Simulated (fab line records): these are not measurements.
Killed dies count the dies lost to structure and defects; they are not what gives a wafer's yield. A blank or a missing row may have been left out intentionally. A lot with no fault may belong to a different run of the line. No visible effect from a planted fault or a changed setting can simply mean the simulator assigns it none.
Struck lot and sound lot, side by side :: flow n5-finfet :: 40 steps out of a route of 1938
Sound: wafers L479.1, L479.2, L479.6. Struck: wafer L495.1. (L495.4, L495.6 of the same lot were not struck and are left out.) The cause comes at the end.
At each step with rows: each side's tool, then ch and its chambers, then its first start. Under that, the readings that differ: sound wafers :: struck wafers :: difference of the means :: sigmas: that difference in standard deviations of wafers without a fault.
alike: same words and numbers on both sides, and readings whose means sit less than 2 such deviations apart. not compared: any withheld reading, any reading some wafer has no value for, any bound like >300 that may hide the same value, and any number with overlapping values for which the record gives no deviation.
The two part at a step that has a row with sigmas, a row that says differs or no value, or rows on one side only. Numbers that don't overlap but have no deviation are shown without sigmas and don't part them. A reading missing from all wafers of one side parts the sides only when that side holds two or more wafers.

first, 12 steps without rows for these wafers: N5_BEOL_M0_ALD_136 (deposits TaN, pulse time 2 s, purge time 3 s, co reactant purge time 2 s); N5_BEOL_M0_SURFACE_TREAT_137; N5_BEOL_M0_CVD_115 (deposits Co from CCTBA/H2, time 120 s); N5_BEOL_M0_SPUTTER_116 (material Cu, target thk 4 nm, time 7.37 s); N5_BEOL_M0_ANNEAL_117 (time 60 s); N5_BEOL_M0_SPUTTER_132 (material Cu, target thk 4 nm, time 7.37 s); N5_BEOL_M0_ANNEAL_133 (time 60 s); N5_BEOL_M0_SPUTTER_134 (material Cu, target thk 4 nm, time 7.37 s); N5_BEOL_M0_ANNEAL_135 (time 60 s); N5_BEOL_M0_SPUTTER_141 (material Cu, target thk 4 nm, time 7.37 s); N5_BEOL_M0_ECD_118 (material Cu, target thk 300 nm); N5_BEOL_M0_ANNEAL_119 (time 90 s).
N5_BEOL_M0_CMP_120: polishes, stops on SiOC, t overpolish 6.9 s.
  sound on cmp-01 ch 2,3, day 6 03:57; struck on cmp-01 ch 2, day 10 09:58
  alike: barrier-field-endpoint-s, motor-current-A, overpolish-run-s, time-to-endpoint-s
then, 4 steps without rows for these wafers: N5_BEOL_M0_PRE_CLEAN_131 (time 15 s); N5_BEOL_M0_CO_CAP_123 (material Co, precursor CCTBA/H2, target thk 2 nm, time 102.1 s); N5_BEOL_M0_PRE_CLEAN_124 (time 15 s); N5_BEOL_M0_DEP_125 (deposits SiCN from 3MS/NH3, target thk 8 nm, time 14 s).
N5_BEOL_M0_INSPECT_127: inspects for defects (darkfield).
  sound on defect-inspect-02, day 6 04:37; struck on defect-inspect-02, day 10 10:28
reading: raw-defect-count
sound: 50 87 62
struck: 508
difference: +442
sigmas: +22
then, 12 steps without rows for these wafers: N5_BEOL_M1_ILD_DEP_00 (deposits SiOC from DEMS/O2, target thk 79 nm, time 15.3 s); N5_BEOL_M1_PECVD_72 (deposits SiO2 from TEOS/O2, target thk 16 nm, time 18 s); N5_BEOL_M1_HM_DEP_02 (deposits TiN, target thk 20 nm); N5_BEOL_M1_COAT_61 (time 60 s, resist thk 60 nm); N5_BEOL_M1_COAT_62 (time 60 s, resist thk 12 nm); N5_BEOL_M1_COAT_73 (time 60 s, resist thk 5 nm); N5_BEOL_M1_COAT_05 (resist thk 30 nm); N5_BEOL_M1_EBR_07; N5_BEOL_M1_SOFTBAKE_06 (time 60 s); N5_BEOL_M1_EXPOSE_08 (exposes mask M1); N5_BEOL_M1_PEB_09 (peb time 60 s); N5_BEOL_M1_DEVELOP_10 (develop time 30 s).
N5_BEOL_M1_INSPECT_13: inspects for defects (brightfield).
  sound on defect-inspect-01, day 6 06:13; struck on defect-inspect-01, day 10 12:26
reading: raw-defect-count
sound: 325 302 385
struck: 861
difference: +524
sigmas: +5
then, 6 steps without rows for these wafers: N5_BEOL_M1_DESCUM_16 (chemistry O2, time 7 s); N5_BEOL_M1_ETCH_74 (etches underlayer in N2/H2, target depth 6.5 nm, time 5.2 s); N5_BEOL_M1_ETCH_63 (etches SiARC in CF4, target depth 15.6 nm, time 26 s); N5_BEOL_M1_ETCH_64 (etches SOC in N2/H2, target depth 75 nm, overetch 15 nm, time 112.5 s); N5_BEOL_M1_STRIP_65 (strips in N2/H2); N5_BEOL_M1_STRIP_75 (strips in N2/H2).
N5_BEOL_M1_INSPECT_30: inspects for defects (brightfield).
  sound on defect-inspect-01, day 6 07:13; struck on defect-inspect-02, day 10 13:35
reading: raw-defect-count
sound: 344 328 391
struck: 892
difference: +538
sigmas: +5
-- here the record skips 2 days between the struck wafers' starts before and after, leaving off in module BEOL_M1 and picking up in module BEOL_M4 (first step shown: number 1111 of the route) --
N5_BEOL_M4_RC_MEAS_101:
  sound on prober-02 ch 0, day 8 02:00; struck on prober-02 ch 0, day 12 22:11
reading: ION_N (uA/um)
sound: 706 676 672
struck: 656
difference: -29
sigmas: -2

reading: ION_P (uA/um)
sound: 481 458 461
struck: 446
difference: -21
sigmas: -2
  alike: DIBL_N, DIBL_P, IOFF_N, IOFF_P, SS_N, SS_P, VT_N, VT_P
-- the record jumps here: 5 days lie between the struck wafers' starts before and after (it left off in module BEOL_M4 and takes up again in module PASSIVATION, whose first step shown is number 1936 of the route) --
N5_PASSIVATION_PROBE_49:
  sound on prober-02, day 12 21:20; struck on prober-02, day 17 13:59
reading: defect-limited-yield (%)
sound: 91.9 90.6 90.6
struck: 64.6
difference: -26.4
sigmas: -20

reading: killed_at_M0_to_M3
sound: 48 66 50
struck: 354
difference: +299
sigmas: +30

reading: killed-dies
sound: 96 111 111
struck: 418
difference: +312
sigmas: +21

reading: killed-on-rim
sound: 12 17 13
struck: 53
difference: +39
sigmas: +9

reading: killed-short
sound: 45 32 44
struck: 21
difference: -19
sigmas: -3

reading: sort_bin_5_function (%)
sound: 4.4 5.5 4.6
struck: 20.8
difference: +16.0
sigmas: +18

reading: sort_bin_6_memory (%)
sound: 3.2 3.9 4.4
struck: 12.1
difference: +8.3
sigmas: +13

reading: sort-n-pass
sound: 1084 1069 1069
struck: 762
difference: -312
sigmas: -20

reading: sort-yield-pct (%)
sound: 91.9 90.6 90.6
struck: 64.6
difference: -26.4
sigmas: -19
  alike: killed_at_M4_up, killed-at-contacts, killed-at-front-end, killed-at-other, killed-open, sort_bin_4_leakage

== WHERE THEY PART ==
At N5_BEOL_M0_INSPECT_127 first; at N5_PASSIVATION_PROBE_49 last (within this record only).

WHY: what had been put in by the simulator
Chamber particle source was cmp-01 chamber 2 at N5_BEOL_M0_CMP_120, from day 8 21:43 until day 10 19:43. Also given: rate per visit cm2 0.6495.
